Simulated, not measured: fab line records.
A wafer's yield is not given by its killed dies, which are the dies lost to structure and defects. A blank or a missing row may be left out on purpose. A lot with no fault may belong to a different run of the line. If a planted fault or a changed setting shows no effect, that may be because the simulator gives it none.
A struck lot beside a sound one | flow n5-finfet | 16 out of 1938 route steps
Sound: the wafers L893.1, L893.2, L893.5. Struck: wafer L892.4 (left out: L892.1, L892.3 of the same lot, which were not struck); the cause appears at the end.
At each step with rows: each side's tool, then ch and its chambers, then its first start. Under that, the readings that differ: sound wafers | struck wafers | difference of the means | sigmas: that difference in standard deviations of wafers without a fault.
alike: readings with means less than 2 such deviations apart, plus words and numbers identical on both sides. not compared: withheld readings, readings lacking a value on some wafer, bounds such as >300 that could conceal the same value, and numbers that have no deviation in the record and whose values overlap.
The two part at a step that has a row with sigmas, a row that says differs or no value, or rows on one side only. Non-overlapping numbers with no deviation appear without sigmas and do not part them. A reading missing from all wafers of one side parts the sides only when that side holds two or more wafers.

first, 9 steps without rows for these wafers: N5_BEOL_M15_COAT_60 (time 60 s, resist thk 89 nm); N5_BEOL_M15_COAT_22 (resist thk 800 nm); N5_BEOL_M15_EBR_24; N5_BEOL_M15_SOFTBAKE_23 (time 60 s); N5_BEOL_M15_EXPOSE_25 (exposes mask M15, target cd 400 nm); N5_BEOL_M15_PEB_26 (peb time 90 s); N5_BEOL_M15_DEVELOP_27 (develop time 45 s); N5_BEOL_M15_HARDBAKE_32 (time 120 s); N5_BEOL_M15_DESCUM_33 (chemistry O2, time 7.9 s).
N5_BEOL_M15_ETCH_61: etches BARC in N2/H2, target depth 89 nm, overetch 26.7 nm, time 67.9 s.
  sound on rie-diel-06 ch 0,3, day 13 22:04; struck on rie-diel-06 ch 2, day 14 00:55
  reading                                    | sound             | struck | difference | sigmas
  model.coat_of_BEOL_M15_COAT_22.thk-nm (nm) | 714.8 712.4 717   | 681    | -34        |
  model.BEOL_M15.cd-nm (nm)                  | 399.8 400.6 399.2 | 405.4  | +5.5       |
  alike: drypump-motor-current-A, oes-product-au, rf-vpp-V, showerhead-plenum-p-Torr, throttle-valve-pct
  not compared: rf-hours-counter-h
N5_BEOL_M15_TRENCH_ETCH_34: etches SiO2 in C4F8/O2/Ar, target depth 872.93 nm, time 199 s.
  sound on rie-diel-06 ch 0,3, day 13 22:07; struck on rie-diel-06 ch 2, day 14 00:58
  reading                                    | sound             | struck | difference | sigmas
  model.coat_of_BEOL_M15_COAT_22.thk-nm (nm) | 535.8 541.8 546.2 | 510.8  | -30.5      |
  alike: C4F8_flow_sccm, O2_flow_sccm, drypump-motor-current-A, he-inner-torr, mfc-ar-sccm, oes_f_703_au, oes-product-au, rf-vpp-V, showerhead-plenum-p-Torr, throttle-valve-pct
  not compared: rf-hours-counter-h
then, 3 steps without rows for these wafers: N5_BEOL_M15_STRIP_36 (strips in O2); N5_BEOL_M15_STRIP_62 (strips in O2); N5_BEOL_M15_STRIP_37 (strips in O2).
N5_BEOL_M15_ETCH_38: etches SiCN in CF4/N2, target depth 106.4 nm, time 120.5 s.
  sound: rie-diel-04 ch 0,2,3; struck: rie-diel-05 ch 2
  reading                   | sound             | struck | difference | sigmas
  model.BEOL_M15.cd-nm (nm) | 399.8 400.6 399.2 | 405    | +5         |
  alike: cf4-flow-sccm, drypump-motor-current-A, mfc-ar-sccm, oes-product-au, rf-vpp-V, showerhead-plenum-p-Torr, throttle-valve-pct
  not compared: rf-hours-counter-h
then, 1 step without rows for these wafers: N5_BEOL_M15_PRECLEAN_39 (cleans in residue remover, time 60 s).

== WHERE THEY PART ==
Nowhere in this record.

WHY: whatever the simulator had introduced
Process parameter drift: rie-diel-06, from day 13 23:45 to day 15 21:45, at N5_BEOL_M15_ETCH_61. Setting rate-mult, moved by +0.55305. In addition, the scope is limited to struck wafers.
